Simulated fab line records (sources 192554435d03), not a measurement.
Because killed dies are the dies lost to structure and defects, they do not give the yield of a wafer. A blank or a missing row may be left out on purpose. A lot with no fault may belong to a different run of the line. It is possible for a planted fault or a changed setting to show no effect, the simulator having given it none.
Lot-split experiment / flow n5_finfet / 21 wafers read from 7 lots, route of 1938 steps

== THE SPLIT ITSELF ==
At N5_BEOL_M9_ETCH_62 (etches SOC in N2/H2, target depth 110 nm, overetch 22 nm, time 165 s), the setting source_w was moved away from the recipe's 840 W on 7 of the 21 wafers read, by -6.6% to +14.9%. All remaining wafers had this setting at the recipe value.

The reading comes from the split's own step.

== THE READING ==
rf_vpp_V, in V, at N5_BEOL_M9_ETCH_62 (etches SOC in N2/H2, target depth 110 nm, overetch 22 nm, time 165 s). Typical for fault-free wafers on this fab line: 523.5 V, with standard deviation 2.1 V.

wafer=L077.2; tool, chamber at the split=rie_diel-05, 1; source_w as run, W=840; against the recipe=recipe; rf_vpp_V, V=519.6; against lot-mates on the recipe=-
wafer=L077.4; tool, chamber at the split=rie_diel-05, 3; source_w as run, W=965; against the recipe=+14.9%; rf_vpp_V, V=499.0; against lot-mates on the recipe=-22.4
wafer=L077.5; tool, chamber at the split=rie_diel-05, 3; source_w as run, W=840; against the recipe=recipe; rf_vpp_V, V=523.1; against lot-mates on the recipe=-
wafer=L079.2; tool, chamber at the split=rie_diel-02, 1; source_w as run, W=840; against the recipe=recipe; rf_vpp_V, V=526.1; against lot-mates on the recipe=-
wafer=L079.3; tool, chamber at the split=rie_diel-02, 0; source_w as run, W=784.2; against the recipe=-6.6%; rf_vpp_V, V=535.2; against lot-mates on the recipe=+9.1
wafer=L079.6; tool, chamber at the split=rie_diel-02, 2; source_w as run, W=784.2; against the recipe=-6.6%; rf_vpp_V, V=534.4; against lot-mates on the recipe=+8.3
wafer=L078.1; tool, chamber at the split=rie_diel-05, 0; source_w as run, W=840; against the recipe=recipe; rf_vpp_V, V=526.6; against lot-mates on the recipe=-
wafer=L078.2; tool, chamber at the split=rie_diel-05, 2; source_w as run, W=799.3; against the recipe=-4.8%; rf_vpp_V, V=532.1; against lot-mates on the recipe=+5.5
wafer=L078.3; tool, chamber at the split=rie_diel-05, 1; source_w as run, W=799.3; against the recipe=-4.8%; rf_vpp_V, V=528.9; against lot-mates on the recipe=+2.3
wafer=L081.3; tool, chamber at the split=rie_diel-05, 0; source_w as run, W=931; against the recipe=+10.8%; rf_vpp_V, V=507.2; against lot-mates on the recipe=-11.6
wafer=L081.5; tool, chamber at the split=rie_diel-05, 0; source_w as run, W=931; against the recipe=+10.8%; rf_vpp_V, V=508.0; against lot-mates on the recipe=-10.8
wafer=L081.6; tool, chamber at the split=rie_diel-05, 1; source_w as run, W=840; against the recipe=recipe; rf_vpp_V, V=518.8; against lot-mates on the recipe=-
wafer=L093.1; tool, chamber at the split=rie_diel-05, 3; source_w as run, W=840; against the recipe=recipe; rf_vpp_V, V=523.3; against lot-mates on the recipe=-
wafer=L093.3; tool, chamber at the split=rie_diel-05, 0; source_w as run, W=840; against the recipe=recipe; rf_vpp_V, V=525.4; against lot-mates on the recipe=-
wafer=L093.5; tool, chamber at the split=rie_diel-05, 0; source_w as run, W=840; against the recipe=recipe; rf_vpp_V, V=524.0; against lot-mates on the recipe=-
wafer=L096.1; tool, chamber at the split=rie_diel-06, 1; source_w as run, W=840; against the recipe=recipe; rf_vpp_V, V=520.7; against lot-mates on the recipe=-
wafer=L096.2; tool, chamber at the split=rie_diel-06, 0; source_w as run, W=840; against the recipe=recipe; rf_vpp_V, V=525.6; against lot-mates on the recipe=-
wafer=L096.5; tool, chamber at the split=rie_diel-06, 1; source_w as run, W=840; against the recipe=recipe; rf_vpp_V, V=520.3; against lot-mates on the recipe=-
wafer=L095.1; tool, chamber at the split=rie_diel-06, 1; source_w as run, W=840; against the recipe=recipe; rf_vpp_V, V=518.8; against lot-mates on the recipe=-
wafer=L095.2; tool, chamber at the split=rie_diel-06, 3; source_w as run, W=840; against the recipe=recipe; rf_vpp_V, V=525.2; against lot-mates on the recipe=-
wafer=L095.5; tool, chamber at the split=rie_diel-06, 1; source_w as run, W=840; against the recipe=recipe; rf_vpp_V, V=519.9; against lot-mates on the recipe=-

FIT RESULTS
A straight line over all 21 wafers: rf_vpp_V changes by -1.56 V for each +1% of source_w; r = -0.96; the points scatter about the line by 2.6 V.
The same after taking each lot's own level away (the mean of its wafers on the recipe; 21 wafers): -1.23 V for each +1%; r = -0.95; scatter 2.2 V.
That fit puts the effect of the largest move of source_w on the reading at 18 V.
Across the lots, their own levels run from 518.80 to 526.60 V, a range of 3.7 times the standard deviation given above.
So the lot-to-lot level changes the slope: the two fits differ.
Check: -15.9 V against its lot-mates is what the line predicts for one of the wafers moved furthest among these (+14.9%) when that wafer is left out of the fit. Against them it came out at -22.4 V.
Tool readings at the split's step, against how far the setting was moved: rf_vpp_V r = -0.96.

== OTHER SPLITS APPLIED TO THESE WAFERS ==
Other splits were also applied to these wafers ahead of the reading. Each is held against what the fit with the lots' levels taken away leaves over:
other split on the same wafers=N5_BEOL_M8_PECVD_70 temp_c; wafers away from the commonest value=7; r with rf_vpp_V (lot level and that fit taken away)=-0.28
other split on the same wafers=N5_BEOL_M9_ILD_DEP_00 time_s; wafers away from the commonest value=7; r with rf_vpp_V (lot level and that fit taken away)=-0.19

== FILE'S OWN FIT ==
rf_vpp_V changes by -1.31 V for each +1% of source_w, r = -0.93.
